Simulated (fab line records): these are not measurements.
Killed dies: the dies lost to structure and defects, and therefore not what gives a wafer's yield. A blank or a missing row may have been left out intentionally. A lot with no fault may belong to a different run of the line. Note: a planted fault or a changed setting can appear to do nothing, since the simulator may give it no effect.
Lot-split experiment    flow n5 finfet    7 lots, 21 wafers read, on a route of 1938 steps

## SPLIT DETAILS
At N5_MIM_BOT_SPUTTER_00 (material TiN, target thk 35 nm, time 89.7 s), the setting time s was moved away from the recipe's 89.7 s on 12 of the 21 wafers read, by -5.1% to +11.2%. This setting was run at the recipe's value on the other wafers.

The reading is taken at the split's own step.

## THE READING
TiN_of_MIM_BOT_SPUTTER_00.thk nm (the simulator's own value, which no gauge read), in nm, at N5_MIM_BOT_SPUTTER_00 (material TiN, target thk 35 nm, time 89.7 s). The file does not state a usual value for it. The 9 wafers here that ran the recipe average 35.3 nm, standard deviation 0.33 nm.

wafer   tool, chamber at the split  time s as run, s  against the recipe  TiN_of_MIM_BOT_SPUTTER_00.thk nm, nm  against lot-mates on the recipe
L076.1  pvd sputter-01, -           95.78             +6.8%               37.8                                  +2.2
L076.4  pvd sputter-01, -           89.7              recipe              35.6                                  -
L076.5  pvd sputter-01, -           95.78             +6.8%               38                                    +2.4
L080.1  pvd sputter-01, -           89.7              recipe              34.6                                  -
L080.2  pvd sputter-01, -           99.72             +11.2%              38.6                                  +4.0
L080.4  pvd sputter-01, -           99.72             +11.2%              38.6                                  +4.0
L081.3  pvd sputter-03, -           95.33             +6.3%               37.4                                  no lot-mate on the recipe
L081.4  pvd sputter-03, -           95.33             +6.3%               37.2                                  no lot-mate on the recipe
L081.5  pvd sputter-03, -           95.33             +6.3%               37.2                                  no lot-mate on the recipe
L090.4  pvd sputter-03, -           89.7              recipe              35.4                                  -
L090.6  pvd sputter-03, -           89.7              recipe              35.4                                  -
L090.5  pvd sputter-03, -           89.7              recipe              35.2                                  -
L091.2  pvd sputter-03, -           86.09             -4.0%               33.8                                  -1.8
L091.6  pvd sputter-03, -           86.09             -4.0%               33.8                                  -1.8
L091.3  pvd sputter-03, -           89.7              recipe              35.6                                  -
L092.2  pvd sputter-01, -           89.7              recipe              35.4                                  -
L092.4  pvd sputter-01, -           89.7              recipe              35.4                                  -
L092.5  pvd sputter-01, -           85.14             -5.1%               33.8                                  -1.6
L097.2  pvd sputter-02, -           97.77             +9.0%               38.4                                  +3.6
L097.4  pvd sputter-02, -           97.77             +9.0%               38.4                                  +3.6
L097.3  pvd sputter-02, -           89.7              recipe              34.8                                  -

THE FIT
A straight line over all 21 wafers: TiN_of_MIM_BOT_SPUTTER_00.thk nm changes by +0.328 nm for each +1% of time s; r = +0.98; the points scatter about the line by 0.3 nm.
The same after taking each lot's own level away (the mean of its wafers on the recipe; 18 wafers): +0.373 nm for each +1%; r = +1.00; scatter 0.19 nm.
According to that fit, moving time s by its largest amount changes the reading by 4.2 nm.
Measured against the standard deviation above, the lots' own levels, which go from 34.60 to 35.60 nm, span 3.1 times it.
Hence the slope depends on the lot-to-lot level, as the two fits are not the same.
Check: for one of the wafers moved furthest among these (+11.2%), held out of the fit, the line's prediction against its lot-mates is +4.17 nm. It came out at +4 nm against them.

## OTHER SPLITS ON THESE WAFERS
Before the reading, these wafers also passed through other splits. Each is held against what the fit with the lots' levels taken away leaves over:
other split on the same wafers  wafers away from the commonest value  r with TiN_of_MIM_BOT_SPUTTER_00.thk nm (lot level and that fit taken away)
N5_BEOL_M15_SPUTTER_44 power w  4                                     +0.27

## FILE'S OWN FIT
TiN_of_MIM_BOT_SPUTTER_00.thk nm changes by +0.368 nm for each +1% of time s, r = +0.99.
